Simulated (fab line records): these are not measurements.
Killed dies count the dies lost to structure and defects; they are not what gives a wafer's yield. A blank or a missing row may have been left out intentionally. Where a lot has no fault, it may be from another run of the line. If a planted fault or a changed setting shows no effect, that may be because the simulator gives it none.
Problem report, 8D (eight disciplines) form, completed by code | flow n5 finfet | the parts of the form that need people (team, actions taken, sign-off) are left out

== 1. THE ISSUE ==
Mean of cd nm at N5_BEOL_M0_SAQP_CD_MEAS_25: 18.40 nm across 3 wafers in 2 lots; on wafers with no fault it is 12.79 nm (standard deviation 0.23). That is +24 standard deviations from the usual mean.
The step: target cd 13.1 nm.
Earliest sighting: wafer L681.2 on cd sem-01 at day 10 11:57. Wafers with a number at this step in the record: 25, from 9 lots. The rule behind "out" and "out of limits": a value lying over 4 standard deviations away from the usual mean. The rest of the wafers with a number are treated as sound.

== 2. WHAT IT IS, WHAT IT ISN'T ==
question                    | is                     | is not
which readings at this step | cd nm                  | -
which lots                  | L681, L684             | L663, L665, L666, L669, L672, L674, L685
which wafers of those lots  | L681.2, L681.6, L684.2 | L681.4
read on which gauges        | cd sem-01, cd sem-03   | cd sem-02
when                        | from day 10 11:57      | up to then (19 sound wafers); but 3 sound wafers of L685 came after

== 3. WHAT RULES OUT EACH SUSPECT ==
Counting: any tool at a process step up to the reading remains a suspect provided it ran every lot that is out. Sound lots after the first of them don't rule it out here, since some wafers of a struck lot are sound.
- the gauge at N5_BEOL_M0_SAQP_CD_MEAS_25 has been ruled out. Those wafers that are out were read across 2 gauges (cd sem-01, cd sem-03).
- ald sin-03 at N5_BEOL_M0_SAQP_SPACER1_ALD_98 (deposits SiO2, target thk 12.8 nm, pulse time 1 s, purge time 2 s): kept. Ran every lot that is out, first one L681 (day 10 11:16); last sound lot up to then L674 (day 8 17:16).
- rie si-05 at N5_BEOL_M0_SAQP_MANDREL1_REMOVE_100 (chemistry HBr/Cl2/O2, target a-Si, stops on SiNx, bt time 10 s): kept. Ran every lot that is out, first one L681 (day 10 11:50); last sound lot up to then L674 (day 8 17:58).
The count leaves rie si-05 at N5_BEOL_M0_SAQP_MANDREL1_REMOVE_100 and ald sin-03 at N5_BEOL_M0_SAQP_SPACER1_ALD_98.

== 4. THE CAUSE (what the simulator had put in) ==
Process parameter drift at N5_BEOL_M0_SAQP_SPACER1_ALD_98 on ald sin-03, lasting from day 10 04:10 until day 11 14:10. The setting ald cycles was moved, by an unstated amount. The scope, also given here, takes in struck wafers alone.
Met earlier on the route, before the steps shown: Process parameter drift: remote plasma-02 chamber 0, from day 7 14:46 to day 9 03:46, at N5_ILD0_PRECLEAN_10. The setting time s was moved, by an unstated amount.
2 suspects survive the count, and this tool is in that group.

== 5. SEQUENCE OF EFFECTS, ordered by route ==
Each row: a reading where the mean over the struck wafers with a number is more than 3 standard deviations away from the usual. Readings are gone through only where the record gives a usual standard deviation; hours: the median, over the lots, of the time from a lot's start at the first step in this table giving one to that lot's start at this step; sigmas: the change measured in usual standard deviations.
hours | step                       | reading              | usual    | on struck wafers | change | sigmas
0     | N5_BEOL_M0_SAQP_CD_MEAS_25 | cd nm                | 12.79 nm | 18.40            | +5.61  | +24
164   | N5_PASSIVATION_PROBE_49    | defect limited yield | 91.5 %   | 0.0              | -91.5  | -57
164   | N5_PASSIVATION_PROBE_49    | killed_at_M0_to_M3   | 33       | 1116             | +1083  | +99 or more
164   | N5_PASSIVATION_PROBE_49    | killed dies          | 101      | 1180             | +1079  | +57
164   | N5_PASSIVATION_PROBE_49    | killed on rim        | 13       | 152              | +139   | +35
164   | N5_PASSIVATION_PROBE_49    | sort_bin_5_function  | 5.0 %    | 97.0             | +92.0  | +92
164   | N5_PASSIVATION_PROBE_49    | sort n pass          | 1079     | 0                | -1079  | -57
164   | N5_PASSIVATION_PROBE_49    | sort yield pct       | 91.5 %   | 0.0              | -91.5  | -57
Its process steps:
- N5_PASSIVATION_PROBE_49

== 6. HOW IT WOULD HAVE BEEN CAUGHT EARLIER ==
8 hours passed between the start of the fault at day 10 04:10 and the first reading out of limits at a measuring or inspecting step in this record, taken at day 10 11:57.
Of the tool readings at N5_BEOL_M0_SAQP_SPACER1_ALD_98 for which the record gives a usual standard deviation, none was out on any struck wafer, so an alarm limit of 4 standard deviations on them would not have fired.
Lots out: 2; of these, L684 started N5_BEOL_M0_SAQP_SPACER1_ALD_98 on ald sin-03 after day 10 11:57. Holding the tool at that time would have saved it.
